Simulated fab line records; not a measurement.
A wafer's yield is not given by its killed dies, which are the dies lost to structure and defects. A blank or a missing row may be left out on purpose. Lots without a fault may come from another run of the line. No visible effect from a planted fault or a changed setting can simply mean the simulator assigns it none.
Which tool did it? + flow n5-finfet + 9 lots with 27 wafers sampled at 5 steps, on a route of 1938 steps

WHAT THE GAUGES READ, wafer by wafer
N5_BEOL_M4_RC_MEAS_101.
| lot  | measured     | on        | DIBL_N (mV/V)  |
|------|--------------|-----------|----------------|
| L909 | day 7 20:03  | prober-01 | 34.9 34.5 37.4 |
| L911 | day 8 13:14  | prober-02 | 36.0 34.5 36.4 |
| L912 | day 9 03:16  | prober-02 | 36.6 35.1 37.3 |
| L918 | day 10 10:15 | prober-02 | 37.5 35.7 35.2 |
| L925 | day 12 05:22 | prober-02 | 35.6 36.2 37.4 |
| L928 | day 13 01:34 | prober-02 | 36.3 35.6 35.4 |
| L929 | day 13 07:11 | prober-02 | 34.0 36.4 36.2 |
| L930 | day 13 16:08 | prober-01 | 36.3 38.2 37.6 |
| L931 | day 13 20:43 | prober-01 | 35.2 35.4 36.6 |

WHICH TOOL RAN EACH LOT (tool, then ch and the chambers of the sampled wafers, then the start)
| lot  | N5_BEOL_M4_DESCUM_33               | N5_BEOL_M4_STRIP_36                | N5_BEOL_M4_TRENCH_ETCH_37          | N5_BEOL_M4_STRIP_97                           |
|------|------------------------------------|------------------------------------|------------------------------------|-----------------------------------------------|
| L909 | rie-diel-06 ch 0,2, day 7 10:10    | rie-diel-05 ch 0,2,3, day 7 14:53  | rie-diel-05 ch 0,2,3, day 7 14:55  | rie-diel-05 ch 0,2,3, day 7 20:03 or earlier  |
| L911 | rie-diel-05 ch 0,1,3, day 7 22:44  | rie-diel-05 ch 0,1,3, day 8 09:13  | rie-diel-05 ch 0,1,3, day 8 09:16  | rie-diel-05 ch 0,1,3, day 8 13:14 or earlier  |
| L912 | rie-diel-06 ch 0,3, day 8 21:24    | rie-diel-05 ch 0,3, day 8 22:28    | rie-diel-05 ch 0,3, day 8 22:30    | rie-diel-05 ch 0,3, day 9 03:16 or earlier    |
| L918 | rie-diel-02 ch 0,1,2, day 10 05:32 | rie-diel-05 ch 1,2,3, day 10 06:25 | rie-diel-05 ch 1,2,3, day 10 06:27 | rie-diel-05 ch 1,2,3, day 10 10:15 or earlier |
| L925 | rie-diel-06 ch 2,3, day 11 21:12   | rie-diel-06 ch 0,3, day 11 23:55   | rie-diel-06 ch 0,3, day 11 23:57   | rie-diel-06 ch 0,3, day 12 05:22 or earlier   |
| L928 | rie-diel-02 ch 2,3, day 12 15:00   | rie-diel-02 ch 0,3, day 12 21:18   | rie-diel-02 ch 0,3, day 12 21:20   | rie-diel-02 ch 0,3, day 13 01:34 or earlier   |
| L929 | rie-diel-02 ch 0,2,3, day 12 22:17 | rie-diel-06 ch 0,1, day 13 03:05   | rie-diel-06 ch 0,1, day 13 03:08   | rie-diel-06 ch 0,1, day 13 07:11 or earlier   |
| L930 | rie-diel-02 ch 0,3, day 13 08:05   | rie-diel-02 ch 1,2,3, day 13 11:29 | rie-diel-02 ch 1,2,3, day 13 11:32 | rie-diel-02 ch 1,2,3, day 13 16:08 or earlier |
| L931 | rie-diel-06 ch 0,2, day 13 13:01   | rie-diel-06 ch 0,1,2, day 13 14:31 | rie-diel-06 ch 0,1,2, day 13 14:34 | rie-diel-06 ch 0,1,2, day 13 20:43 or earlier |
- N5_BEOL_M4_DESCUM_33: chemistry O2, time 7 s.
- N5_BEOL_M4_STRIP_36: strips in N2/H2.
- N5_BEOL_M4_TRENCH_ETCH_37: etches SiOC in C4F6/O2, target depth 55.555 nm, time 29.2 s.
- N5_BEOL_M4_STRIP_97: strips in N2/H2, time 10 s.

THE ANSWER, worked out from the rows above alone
Rule: what is usual is taken from the lots themselves. The widest of any qualifying gaps counts: lots, ordered by their means at a reading, are off when they make up no more than a third of the lots, leave a main group of 4 or more, and stand apart from it by 3 or more times the standard deviation of that group's means. A main group is skipped when, at the precision printed for the reading in the tables above, its means are all equal. Also off: a lot with no number at a reading for which 4 or more lots have one. The other lots that the step has rows for count as sound.
No lot is off at any reading shown: from this, nothing can be told.

WHAT THE SIMULATOR PUT IN
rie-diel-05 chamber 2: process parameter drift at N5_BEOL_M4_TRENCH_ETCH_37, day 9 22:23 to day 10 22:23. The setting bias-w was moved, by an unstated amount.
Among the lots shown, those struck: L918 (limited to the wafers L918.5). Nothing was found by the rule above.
